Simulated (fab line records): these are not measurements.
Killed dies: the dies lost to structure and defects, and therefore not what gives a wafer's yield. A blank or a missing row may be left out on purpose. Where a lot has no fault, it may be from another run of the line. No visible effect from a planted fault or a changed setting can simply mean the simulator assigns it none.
Which tool did it?    flow n5-finfet    8 lots with 24 wafers sampled at 6 steps, on a route of 1938 steps

## WHAT EACH GAUGE READ, for each wafer
N5_BEOL_M3_OCD_MEAS_38. Usual: trench-depth-nm 55.5 nm, standard deviation 0.84.
lot   measured      on      trench-depth-nm (nm)  flag
L372  day 7 07:17   ocd-01  55.1 54.3 55.5        
L373  day 7 20:17   ocd-01  54.8 55.2 55.4        
L374  day 7 19:49   ocd-01  54.9 55.3 55.4        
L375  day 8 10:20   ocd-02  54.6 54.9 55.4        
L378  day 8 23:54   ocd-02  56.3 56.1 53.7        
L379  day 9 07:20   ocd-01  61.7 56.7 55.8        OFF
L394  day 12 22:17  ocd-01  55.3 56.3 56.9        
L393  day 13 06:30  ocd-02  54.4 55.0 53.9        

N5_BEOL_M4_RC_MEAS_101. Usual: DIBL_N 35.9 mV/V, standard deviation 1.3; DIBL_P 35.9 mV/V, standard deviation 1.6; IOFF_N 0.156 nA/um, standard deviation 0.022; IOFF_P 0.205 nA/um, standard deviation 0.023; ION_N 675 uA/um, standard deviation 9; ION_P 463 uA/um, standard deviation 5.6; SS_N 71.4 mV/dec, standard deviation 0.57; SS_P 73.1 mV/dec, standard deviation 0.52; VT_N 249.7 mV, standard deviation 2.8; VT_P -250.2 mV, standard deviation 2.5.
lot   measured      on         DIBL_N (mV/V)   DIBL_P (mV/V)   IOFF_N (nA/um)     IOFF_P (nA/um)     ION_N (uA/um)  ION_P (uA/um)  SS_N (mV/dec)   SS_P (mV/dec)   VT_N (mV)          VT_P (mV)             flag
L372  day 8 04:08   prober-02  35.6 35.5 35.9  34.2 34.0 33.5  0.159 0.150 0.156  0.222 0.217 0.207  675 666 667    464 461 457    71.5 72.1 71.5  73.0 72.8 72.6  246.2 250.6 248.4  -248.6 -248.1 -250.1  
L373  day 8 12:51   prober-02  37.0 37.4 35.8  36.3 37.6 35.2  0.171 0.182 0.143  0.212 0.231 0.192  677 680 673    457 462 457    72.1 71.4 71.3  73.2 73.9 73.3  249.5 246.6 249.4  -248.3 -246.2 -250.7  
L374  day 8 10:27   prober-02  35.7 34.0 36.6  36.3 33.5 37.3  0.169 0.136 0.185  0.208 0.173 0.220  679 663 680    460 454 463    71.8 71.2 72.8  73.6 72.4 72.9  247.4 252.1 247.1  -251.9 -254.5 -251.7  
L375  day 9 05:26   prober-01  35.5 36.9 37.6  36.9 38.7 39.1  0.157 0.190 0.204  0.188 0.218 0.226  677 691 688    460 466 459    70.8 71.9 72.4  73.3 73.0 73.5  249.9 248.4 246.2  -252.9 -249.9 -252.3  
L378  day 9 13:36   prober-02  34.7 37.3 35.3  35.5 38.2 35.8  0.136 0.170 0.142  0.218 0.266 0.223  673 675 679    467 472 474    71.1 72.1 71.8  72.3 73.3 72.5  249.2 248.7 250.7  -247.6 -243.5 -248.0  
L379  day 10 06:52  prober-02  37.2 35.3 35.9  36.4 34.1 35.7  0.155 0.128 0.136  0.213 0.190 0.205  672 656 661    463 456 459    72.2 71.9 71.6  73.2 72.2 73.4  249.8 253.4 250.5  -249.4 -249.6 -251.1  
L394  day 13 10:26  prober-02  38.9 38.1 37.4  38.9 36.9 36.3  0.200 0.182 0.172  0.240 0.209 0.203  683 680 680    463 460 462    71.4 71.7 71.7  74.7 73.5 73.1  246.9 248.8 250.2  -249.0 -250.7 -252.5  
L393  day 14 02:27  prober-01  34.8 35.9 35.1  33.5 35.1 33.4  0.121 0.141 0.122  0.176 0.204 0.179  667 671 669    466 468 464    71.0 71.4 70.9  72.4 73.3 73.0  252.6 251.9 252.8  -252.6 -248.8 -248.2  

## EACH LOT AND THE TOOL THAT RAN IT (in order: tool; ch and the chambers of the sampled wafers; start)
lot   N5_BEOL_M3_STRIP_66                 N5_BEOL_M3_ALD_98                  N5_BEOL_M3_VIA_ETCH_34              N5_BEOL_M3_TRENCH_ETCH_37
L372  rie-diel-02 ch 2,3, day 7 05:29     ald-sin-04 ch 0,1,3, day 7 06:34   rie-diel-02 ch 0,3, day 7 07:02     rie-diel-02 ch 0,3, day 7 07:08
L373  rie-diel-02 ch 0,2,3, day 7 12:07   ald-sin-04 ch 0,2,3, day 7 14:32   rie-diel-01 ch 0,1,3, day 7 20:02   rie-diel-01 ch 0,1,3, day 7 20:08
L374  rie-diel-06 ch 0,1,3, day 7 13:06   ald-sin-04 ch 0,2, day 7 14:37     rie-diel-01 ch 0,2,3, day 7 19:34   rie-diel-01 ch 0,2,3, day 7 19:40
L375  rie-diel-06 ch 0,2, day 8 05:07     ald-sin-04 ch 2,3, day 8 06:07     rie-diel-02 ch 0,1,3, day 8 10:05   rie-diel-02 ch 0,1,3, day 8 10:11
L378  rie-diel-02 ch 0,1,3, day 8 16:36   ald-sin-04 ch 0,2,3, day 8 17:32   rie-diel-06 ch 0,2,3, day 8 23:38   rie-diel-06 ch 0,2,3, day 8 23:44
L379  rie-diel-06 ch 1,3, day 9 05:00     ald-sin-01 ch 0,3, day 9 05:57     rie-diel-02 ch 0,1,2, day 9 07:05   rie-diel-02 ch 0,1,2, day 9 07:11
L394  rie-diel-01 ch 0,1,2, day 12 14:59  ald-sin-02 ch 0,1,3, day 12 16:23  rie-diel-02 ch 1,2,3, day 12 22:02  rie-diel-02 ch 1,2,3, day 12 22:08
L393  rie-diel-01 ch 0,1,3, day 12 23:41  ald-sin-02 ch 0,1,2, day 13 00:35  rie-diel-01 ch 1,3, day 13 06:15    rie-diel-01 ch 1,3, day 13 06:21
- N5_BEOL_M3_STRIP_66: strips in CF4.
- N5_BEOL_M3_ALD_98: deposits SiO2, target thk 2.5 nm, pulse time 1 s, co reactant pulse time 1 s.
- N5_BEOL_M3_VIA_ETCH_34: etches the open film in C4F6/O2, target depth 69.4 nm, time 65.9 s.
- N5_BEOL_M3_TRENCH_ETCH_37: etches SiOC in C4F6/O2, target depth 55.555 nm, time 29.2 s.

## WHAT THE TOOLS THEMSELVES READ (means of the sampled wafers that have a number; where no wafer has one, the mark that the record gives instead)
N5_BEOL_M3_STRIP_66. Usual: chamber-pressure-mTorr 50.00 mTorr, standard deviation 0.049; drypump-motor-current-A 5.7 A, standard deviation 0.49; oes-product-au 0.79 a.u., standard deviation 0.084; rf-vpp-V 271.0 V, standard deviation 1.5; showerhead-plenum-p-Torr 1.78 Torr, standard deviation 0.052; throttle-valve-pct 13.46 %, standard deviation 0.16.
lot   tool         chamber-pressure-mTorr (mTorr)  drypump-motor-current-A (A)  oes-product-au (a.u.)  rf-vpp-V (V)  showerhead-plenum-p-Torr (Torr)  throttle-valve-pct (%)  flag
L372  rie-diel-02  50.03                           5.7                          0.78                   272.5         1.82                             13.58                   
L373  rie-diel-02  50.00                           5.8                          0.78                   271.2         1.80                             13.60                   
L374  rie-diel-06  49.99                           6.1                          0.90                   272.0         1.80                             13.28                   
L375  rie-diel-06  50.01                           5.7                          0.78                   270.8         1.77                             13.37                   
L378  rie-diel-02  50.08                           5.8                          0.78                   271.1         1.79                             13.56                   
L379  rie-diel-06  49.98                           6.1                          0.84                   270.7         1.79                             13.32                   
L394  rie-diel-01  50.00                           5.5                          0.74                   270.4         1.77                             13.54                   
L393  rie-diel-01  49.96                           5.4                          0.74                   270.4         1.77                             13.56                   

N5_BEOL_M3_ALD_98. Usual: heater-power-w 75 W, standard deviation 6.4; precursor-pulse-height-rel 1.000, standard deviation 0.022.
lot   tool        heater-power-w (W)  precursor-pulse-height-rel  flag
L372  ald-sin-04  71                  1.007                       
L373  ald-sin-04  71                  1.014                       
L374  ald-sin-04  68                  1.005                       
L375  ald-sin-04  74                  0.991                       
L378  ald-sin-04  69                  1.004                       
L379  ald-sin-01  66                  0.990                       
L394  ald-sin-02  82                  1.020                       
L393  ald-sin-02  80                  1.024                       

N5_BEOL_M3_VIA_ETCH_34. Usual: O2_flow_sccm 10.01 sccm, standard deviation 0.03; chamber-pressure-mTorr 14.999 mTorr, standard deviation 0.013; drypump-motor-current-A 5.7 A, standard deviation 0.47; oes_f_703_au 0.81 a.u., standard deviation 0.094; oes_o_777_au 0.81 a.u., standard deviation 0.095; oes-product-au 0.81 a.u., standard deviation 0.097; rf-fwd-power-W 347.0 W, standard deviation 1.3; rf-vpp-V 663 V, standard deviation 6.1; showerhead-plenum-p-Torr 2.81 Torr, standard deviation 0.073; throttle-valve-pct 30.60 %, standard deviation 0.2.
lot   tool         O2_flow_sccm (sccm)  chamber-pressure-mTorr (mTorr)  drypump-motor-current-A (A)  oes_f_703_au (a.u.)  oes_o_777_au (a.u.)  oes-product-au (a.u.)  rf-fwd-power-W (W)  rf-vpp-V (V)  showerhead-plenum-p-Torr (Torr)  throttle-valve-pct (%)  flag
L372  rie-diel-02  10.00                14.998                          5.7                          0.70                 0.70                 0.71                   347.5               663           2.89                             30.64                   
L373  rie-diel-01  10.01                15.003                          5.4                          0.78                 0.78                 0.78                   346.4               665           2.81                             30.55                   
L374  rie-diel-01  9.99                 14.997                          5.1                          0.80                 0.80                 0.81                   346.2               668           2.83                             30.62                   
L375  rie-diel-02  10.01                14.983                          5.9                          0.79                 0.79                 0.79                   347.0               662           2.85                             30.71                   
L378  rie-diel-06  9.99                 14.993                          5.8                          0.84                 0.85                 0.83                   347.7               662           2.79                             30.43                   
L379  rie-diel-02  10.04                14.995                          6.0                          0.86                 0.86                 0.87                   347.6               659           2.80                             30.77                   
L394  rie-diel-02  10.01                14.997                          5.9                          0.81                 0.81                 0.82                   348.1               661           2.82                             30.70                   
L393  rie-diel-01  9.99                 14.996                          5.0                          0.76                 0.77                 0.76                   348.3               660           2.72                             30.37                   

N5_BEOL_M3_TRENCH_ETCH_37. Usual: O2_flow_sccm 10.001 sccm, standard deviation 0.029; chamber-pressure-mTorr 29.999 mTorr, standard deviation 0.03; drypump-motor-current-A 5.6 A, standard deviation 0.47; oes_f_703_au 0.81 a.u., standard deviation 0.094; oes_o_777_au 0.81 a.u., standard deviation 0.094; oes-product-au 0.81 a.u., standard deviation 0.097; rf-fwd-power-W 349.6 W, standard deviation 1.6; rf-vpp-V 663 V, standard deviation 6.1; showerhead-plenum-p-Torr 2.81 Torr, standard deviation 0.073; throttle-valve-pct 20.73 %, standard deviation 0.17.
lot   tool         O2_flow_sccm (sccm)  chamber-pressure-mTorr (mTorr)  drypump-motor-current-A (A)  oes_f_703_au (a.u.)  oes_o_777_au (a.u.)  oes-product-au (a.u.)  rf-fwd-power-W (W)  rf-vpp-V (V)  showerhead-plenum-p-Torr (Torr)  throttle-valve-pct (%)  flag
L372  rie-diel-02  10.013               29.989                          5.7                          0.70                 0.70                 0.70                   350.6               665           2.90                             20.86                   
L373  rie-diel-01  9.994                29.985                          5.4                          0.77                 0.78                 0.78                   349.4               666           2.82                             20.69                   
L374  rie-diel-01  9.992                30.002                          5.1                          0.79                 0.80                 0.80                   348.1               669           2.83                             20.73                   
L375  rie-diel-02  10.040               30.021                          5.9                          0.79                 0.79                 0.79                   349.5               662           2.85                             20.85                   
L378  rie-diel-06  9.980                29.991                          5.8                          0.84                 0.85                 0.82                   351.2               662           2.79                             20.58                   
L379  rie-diel-02  9.977                30.011                          6.0                          0.94                 0.93                 0.88                   377.8               636           2.80                             20.84                   OFF
L394  rie-diel-02  10.027               30.009                          5.8                          0.81                 0.81                 0.83                   351.1               662           2.82                             20.83                   
L393  rie-diel-01  10.038               29.999                          5.1                          0.76                 0.76                 0.76                   349.4               662           2.72                             20.59                   

## THE ANSWER, worked out from the rows above alone
Rule: a lot is off if the mean of its wafers that have a number lies more than 3 standard deviations from the usual mean. Also off: a lot with no number at a reading for which 4 or more lots have one. Any other lot the step has rows for is counted as sound. First the gauges in route order, then the tools' own readings, where a lot's mean is used as printed above. At the first step where some lot is off, the reading lying furthest off is the one used; lots without a number count as furthest.
Off, at N5_BEOL_M3_OCD_MEAS_38 on trench-depth-nm: L379.
If a tool, at a process step before that reading, ran all the lots that are off and no sound lot after the first of them, it fits. Not tried: the gauges at N5_BEOL_M3_OCD_MEAS_38; whatever is off there is also off at N5_BEOL_M3_TRENCH_ETCH_37, on other tools, and gauge error can't account for it. Undecided on this evidence; 2 tools fit (rie-diel-06 at N5_BEOL_M3_STRIP_66, ald-sin-01 at N5_BEOL_M3_ALD_98).

## WHAT THE SIMULATOR HAD INSERTED
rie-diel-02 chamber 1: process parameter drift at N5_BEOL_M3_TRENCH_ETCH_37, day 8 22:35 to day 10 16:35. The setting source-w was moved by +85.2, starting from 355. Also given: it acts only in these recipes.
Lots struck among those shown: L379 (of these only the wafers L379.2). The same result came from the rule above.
